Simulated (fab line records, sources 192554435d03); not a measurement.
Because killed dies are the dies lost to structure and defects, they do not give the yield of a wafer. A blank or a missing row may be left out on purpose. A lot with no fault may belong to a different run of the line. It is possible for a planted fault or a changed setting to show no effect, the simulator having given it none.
Split-lot experiment    flow n5-finfet    21 wafers read from 7 lots, route of 1938 steps

== ON THE SPLIT ==
At N5_BEOL_M9_DESCUM_16 (chemistry O2, time 7.9 s), the setting time-s was moved away from the recipe's 7.9 s on 5 of the 21 wafers read, by -20.6% to +20.6%. This setting was run at the recipe's value on the other wafers.

There is no step in the file separating the split from the reading.

== THE READING ==
CAR-ArF_of_BEOL_M9_COAT_05.thk-nm (the simulator's own value, which no gauge read), in nm, at N5_BEOL_M9_ETCH_61 (etches SiARC in CF4, target depth 39 nm, time 65 s). The file gives no usual value for it. Across the 16 wafers here that went through the recipe, the average is 55.6 nm and the standard deviation 0.17 nm.

wafer   tool, chamber at the split  time-s as run, s  against the recipe  CAR-ArF_of_BEOL_M9_COAT_05.thk-nm, nm  against lot-mates on the recipe
L085.1  rie-diel-02, 0              7.9               recipe              55.6                                   -
L085.5  rie-diel-02, 0              9.529             +20.6%              54.8                                   -0.8
L085.6  rie-diel-02, 0              9.529             +20.6%              54.6                                   -1.0
L086.2  rie-diel-03, 3,0            6.274             -20.6%              56.2                                   +0.8
L086.3  rie-diel-03, 3,0            6.274             -20.6%              56.4                                   +1.0
L086.6  rie-diel-03, 0              7.9               recipe              55.4                                   -
L087.1  rie-diel-03, 3,3,2          7.9               recipe              55.8                                   -
L087.5  rie-diel-03, 3,3,2          7.9               recipe              55.8                                   -
L087.4  rie-diel-03, 3,3,2          7.9               recipe              55.6                                   -
L089.1  rie-diel-03, 3              7.127             -9.8%               56.6                                   +0.8
L089.3  rie-diel-03, 2              7.9               recipe              55.8                                   -
L089.5  rie-diel-03, 2              7.9               recipe              55.8                                   -
L093.1  rie-diel-02, 1              7.9               recipe              55.8                                   -
L093.2  rie-diel-02, 3              7.9               recipe              55.2                                   -
L093.4  rie-diel-02, 0              7.9               recipe              55.6                                   -
L095.1  rie-diel-02, 1,2,3          7.9               recipe              55.6                                   -
L095.2  rie-diel-02, 1,2,3          7.9               recipe              55.6                                   -
L095.4  rie-diel-02, 1,2,3          7.9               recipe              55.8                                   -
L096.1  rie-diel-05, 2              7.9               recipe              55.6                                   -
L096.3  rie-diel-05, 1              7.9               recipe              55.6                                   -
L096.4  rie-diel-05, 3              7.9               recipe              55.4                                   -
Rows listing several chambers each stand for several wafers; the file does not say which wafer went through which chamber.

THE FIT
A straight line over all 21 wafers: CAR-ArF_of_BEOL_M9_COAT_05.thk-nm changes by -0.0421 nm for each +1% of time-s; r = -0.88; the points scatter about the line by 0.22 nm.
The same after taking each lot's own level away (the mean of its wafers on the recipe; 21 wafers): -0.0456 nm for each +1%; r = -0.95; scatter 0.15 nm.
According to that fit, moving time-s by its largest amount changes the reading by 0.94 nm.
Measured against the standard deviation above, the lots' own levels, which go from 55.40 to 55.80 nm, span 2.3 times it.
The two slopes agree, so the slope changes little with the lot-to-lot level.
Check: with one of the wafers moved furthest among these (+20.6%) left out of the fit, the line predicts -0.976 nm for it against its lot-mates. It came out at -0.8 nm against them.

== THESE WAFERS: OTHER SPLITS ==
Other splits were also applied to these wafers ahead of the reading. Each is held against what the fit with the lots' levels taken away leaves over:
other split on the same wafers              wafers away from the commonest value  r with CAR-ArF_of_BEOL_M9_COAT_05.thk-nm (lot level and that fit taken away)
N5_BEOL_M6_TRENCH_ETCH_37 time-s            10                                    +0.02
N5_BEOL_M6_ALD_77 co-reactant-pulse-time-s  8                                     +0.13
N5_BEOL_M7_DESCUM_33 time-s                 6                                     -0.03
N5_BEOL_M7_VIA_ETCH_34 source-w             6                                     +0.05
N5_BEOL_M8_DEP_56 time-s                    5                                     +0.23

== THE WHOLE CHAIN: every reading that the file lists as answering this split, in the file's order ==
step                  what it does                                        reading                                                                             change (the file's fit)                 r (the file's)
N5_BEOL_M9_DESCUM_16  chemistry O2, time 7.9 s                            CAR-ArF_of_BEOL_M9_COAT_05.thk-nm (the simulator's own value, which no gauge read)  -0.0454 nm for each +1% of the setting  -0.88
N5_BEOL_M9_ETCH_61    etches SiARC in CF4, target depth 39 nm, time 65 s  CAR-ArF_of_BEOL_M9_COAT_05.thk-nm (the simulator's own value, which no gauge read)  -0.0475 nm for each +1% of the setting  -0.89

== FILE'S OWN FIT ==
CAR-ArF_of_BEOL_M9_COAT_05.thk-nm changes by -0.0475 nm for each +1% of time-s, r = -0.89.
